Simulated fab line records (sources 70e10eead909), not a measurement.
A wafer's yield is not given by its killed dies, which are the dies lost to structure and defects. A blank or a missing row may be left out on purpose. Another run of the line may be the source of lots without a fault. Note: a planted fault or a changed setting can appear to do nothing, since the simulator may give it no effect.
Which tool is to blame? | flow nand-harc | Sampling: 12 lots, 36 wafers, 6 of 1302 route steps

## WHAT THE GAUGES READ, wafer by wafer
NHARC_A_ZERO_WELL_INSPECT_17.
lot  | measured     | on                | raw-defect-count
L327 | day 7 02:38  | defect-inspect-01 | 15 16 13
L328 | day 7 08:29  | defect-inspect-01 | 16 15 10
L329 | day 7 13:23  | defect-inspect-01 | 9 11 12
L330 | day 8 07:15  | defect-inspect-02 | 7 8 12
L331 | day 8 14:23  | defect-inspect-01 | 9 14 14
L332 | day 8 19:13  | defect-inspect-01 | 7 16 8
L334 | day 9 12:42  | defect-inspect-02 | 21 15 12
L335 | day 9 22:32  | defect-inspect-01 | 11 8 10
L336 | day 10 13:09 | defect-inspect-02 | 16 8 10
L347 | day 15 03:55 | defect-inspect-02 | 12 12 6
L348 | day 15 15:05 | defect-inspect-01 | 9 14 11
L350 | day 16 11:08 | defect-inspect-02 | 4 10 8

NHARC_A_ONON_D1_THK_MEAS_02: measures by ellipsometry.
lot  | measured     | on            | thk-nm (nm)
L327 | day 8 00:57  | film-metro-01 | 1008 1007 1006
L328 | day 8 04:34  | film-metro-01 | 989 989 989
L329 | day 8 10:27  | film-metro-02 | 1000 1000 1001
L330 | day 9 05:18  | film-metro-01 | 990 988 990
L331 | day 9 11:23  | film-metro-01 | 1018 1020 1018
L332 | day 9 15:30  | film-metro-02 | 1004 1001 1002
L334 | day 10 12:29 | film-metro-02 | 1013 1013 1013
L335 | day 11 00:38 | film-metro-02 | 982 983 984
L336 | day 11 09:54 | film-metro-01 | 1016 1017 1016
L347 | day 16 02:09 | film-metro-02 | 1471 1468 1470
L348 | day 16 11:04 | film-metro-01 | 1470 1470 1470
L350 | day 17 07:59 | film-metro-01 | 1008 1007 1007

NHARC_END_SORT_01.
lot  | measured     | on        | killed-at-array | killed-at-other | killed-at-periphery | killed-dies | killed-open | killed-short
L347 | day 32 17:46 | prober-01 | 674 672 674     | 1 2 1           | 2 3 2               | 677 677 677 | 5 1 2       | 3 2 1
L348 | day 33 14:46 | prober-02 | 672 675 675     | 0 0 0           | 5 2 2               | 677 677 677 | 6 3 2       | 2 3 3

## WHICH TOOL RAN EACH LOT (tool, then ch and the chambers of the sampled wafers, then the start)
lot  | NHARC_A_ZERO_WELL_ETCH_13        | NHARC_A_ZERO_WELL_RTA_16         | NHARC_A_ONON_D1_DEP_00
L327 | rie-si-02 ch 1,2,3, day 7 01:32  | rtp-anneal-01 ch 0, day 7 02:26  | pecvd-onon-03 ch 0, day 8 00:26
L328 | rie-si-02 ch 0,2,3, day 7 07:16  | rtp-anneal-01 ch 0, day 7 08:19  | pecvd-onon-01 ch 0, day 8 04:07
L329 | rie-si-05 ch 0,1,3, day 7 12:04  | rtp-anneal-01 ch 0, day 7 13:11  | pecvd-onon-03 ch 0, day 8 09:56
L330 | rie-si-02 ch 0,1,3, day 8 06:00  | rtp-anneal-02 ch 0, day 8 07:05  | pecvd-onon-01 ch 0, day 9 04:51
L331 | rie-si-04 ch 1,2, day 8 13:17    | rtp-anneal-01 ch 0, day 8 14:12  | pecvd-onon-03 ch 0, day 9 10:56
L332 | rie-si-04 ch 0,1,2, day 8 18:08  | rtp-anneal-01 ch 0, day 8 19:01  | pecvd-onon-03 ch 0, day 9 14:59
L334 | rie-si-04 ch 2,3, day 9 11:34    | rtp-anneal-02 ch 0, day 9 12:30  | pecvd-onon-01 ch 0, day 10 11:58
L335 | rie-si-02 ch 0,2,3, day 9 21:26  | rtp-anneal-01 ch 0, day 9 22:20  | pecvd-onon-02 ch 0, day 11 00:07
L336 | rie-si-05 ch 0,1,3, day 10 11:56 | rtp-anneal-02 ch 0, day 10 12:57 | pecvd-onon-03 ch 0, day 11 09:23
L347 | rie-si-05 ch 1,2, day 15 02:49   | rtp-anneal-01 ch 0, day 15 03:44 | pecvd-onon-03 ch 0, day 16 01:38
L348 | rie-si-05 ch 1,2, day 15 13:58   | rtp-anneal-01 ch 0, day 15 14:52 | pecvd-onon-03 ch 0, day 16 10:33
L350 | rie-si-05 ch 2,3, day 16 10:03   | rtp-anneal-01 ch 0, day 16 10:58 | pecvd-onon-02 ch 0, day 17 07:32
- NHARC_A_ZERO_WELL_ETCH_13: etches the open film in HBr/Cl2, target depth 120 nm, time 40.1 s.
- NHARC_A_ZERO_WELL_RTA_16: time 10 s.
- NHARC_A_ONON_D1_DEP_00: target thk 1000 nm.

## WHAT THE TOOLS THEMSELVES READ (means of the sampled wafers that have a number; where no wafer has one, the mark that the record gives instead)
NHARC_A_ZERO_WELL_ETCH_13.
lot  | tool      | drypump-motor-current-A (A) | hbr-flow-sccm (sccm) | he-backside-leak-sccm (sccm) | oes-product-au (a.u.) | throttle-valve-pct (%)
L327 | rie-si-02 | 5.4                         | 149.9                | 2.66                         | 1.002                 | 26.403
L328 | rie-si-02 | 5.4                         | 149.5                | 2.64                         | 0.989                 | 26.395
L329 | rie-si-05 | 6.0                         | 150.1                | 2.79                         | 1.008                 | 26.402
L330 | rie-si-02 | 5.6                         | 150.1                | 2.72                         | 1.003                 | 26.406
L331 | rie-si-04 | 5.9                         | 150.3                | 2.51                         | 1.004                 | 26.407
L332 | rie-si-04 | 6.2                         | 150.0                | 2.61                         | 1.012                 | 26.407
L334 | rie-si-04 | 5.9                         | 149.8                | 2.43                         | 0.995                 | 26.399
L335 | rie-si-02 | 5.4                         | 150.1                | 2.70                         | 1.003                 | 26.405
L336 | rie-si-05 | 6.0                         | 150.4                | 2.88                         | 0.996                 | 26.402
L347 | rie-si-05 | 6.0                         | 150.4                | 2.89                         | 0.997                 | 26.408
L348 | rie-si-05 | 5.9                         | 150.6                | 2.94                         | 1.007                 | 26.405
L350 | rie-si-05 | 5.7                         | 150.0                | 2.78                         | 0.996                 | 26.410

NHARC_A_ZERO_WELL_RTA_16.
lot  | tool          | lamp-power-pct (%) | lamp_zone_5_pct (%) | wafer_temp_C_max
L327 | rtp-anneal-01 | 31.5               | 31.4                | 1004.0
L328 | rtp-anneal-01 | 31.4               | 31.4                | 1002.4
L329 | rtp-anneal-01 | 31.4               | 31.4                | 1003.3
L330 | rtp-anneal-02 | 27.6               | 27.6                | 1004.2
L331 | rtp-anneal-01 | 31.4               | 31.4                | 1002.6
L332 | rtp-anneal-01 | 31.4               | 31.4                | 1003.2
L334 | rtp-anneal-02 | 27.6               | 27.6                | 1006.0
L335 | rtp-anneal-01 | 31.4               | 31.5                | 1003.0
L336 | rtp-anneal-02 | 27.6               | 27.6                | 1004.3
L347 | rtp-anneal-01 | 31.4               | 31.4                | 1003.0
L348 | rtp-anneal-01 | 31.3               | 31.3                | 1003.4
L350 | rtp-anneal-01 | 31.4               | 31.4                | 1002.7

NHARC_A_ONON_D1_DEP_00.
lot  | tool          | sih4-flow-sccm (sccm)
L327 | pecvd-onon-03 | 210.5
L328 | pecvd-onon-01 | 210.3
L329 | pecvd-onon-03 | 209.9
L330 | pecvd-onon-01 | 210.4
L331 | pecvd-onon-03 | 210.0
L332 | pecvd-onon-03 | 209.7
L334 | pecvd-onon-01 | 209.6
L335 | pecvd-onon-02 | 209.6
L336 | pecvd-onon-03 | 209.9
L347 | pecvd-onon-03 | 209.0
L348 | pecvd-onon-03 | 210.6
L350 | pecvd-onon-02 | 209.1

## THE ANSWER, worked out from the rows above alone
Rule: the usual values come from the lots themselves. The widest of any qualifying gaps counts: lots, ordered by their means at a reading, are off when they make up no more than a third of the lots, leave a main group of 4 or more, and stand apart from it by 3 or more times the standard deviation of that group's means. If all means in a main group match to the digits the tables above print for the reading, that group is not used. A lot without any number at a reading at which 4 lots or more have one is off too. Any other lot the step has rows for is counted as sound. The gauges are gone through in route order, then the tools' own readings, and for those a lot's mean is taken as printed above. At the first step where some lot is off, the reading lying furthest off is the one used; lots without a number count as furthest.
Off at NHARC_A_ONON_D1_THK_MEAS_02 (thk-nm): L347, L348. For the main group the mean is 1003 nm and the standard deviation 12.
A tool fits if, at a process step before that reading, it ran every lot that is off, and no sound lot after the first of them. Those tools and the gauges at NHARC_A_ONON_D1_THK_MEAS_02 are tried in the same way. One fits: pecvd-onon-03 at NHARC_A_ONON_D1_DEP_00. Its last sound lot is L336 (day 11 09:23), its first lot that is off L347 (day 16 01:38): a fault that began between those two fits.

## WHAT THE SIMULATOR HAD INSERTED
pecvd-onon-03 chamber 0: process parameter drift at NHARC_A_ONON_D1_DEP_00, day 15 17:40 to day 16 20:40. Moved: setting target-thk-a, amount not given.
Lots struck among those shown: L347, L348. The rule above reached the same finding.
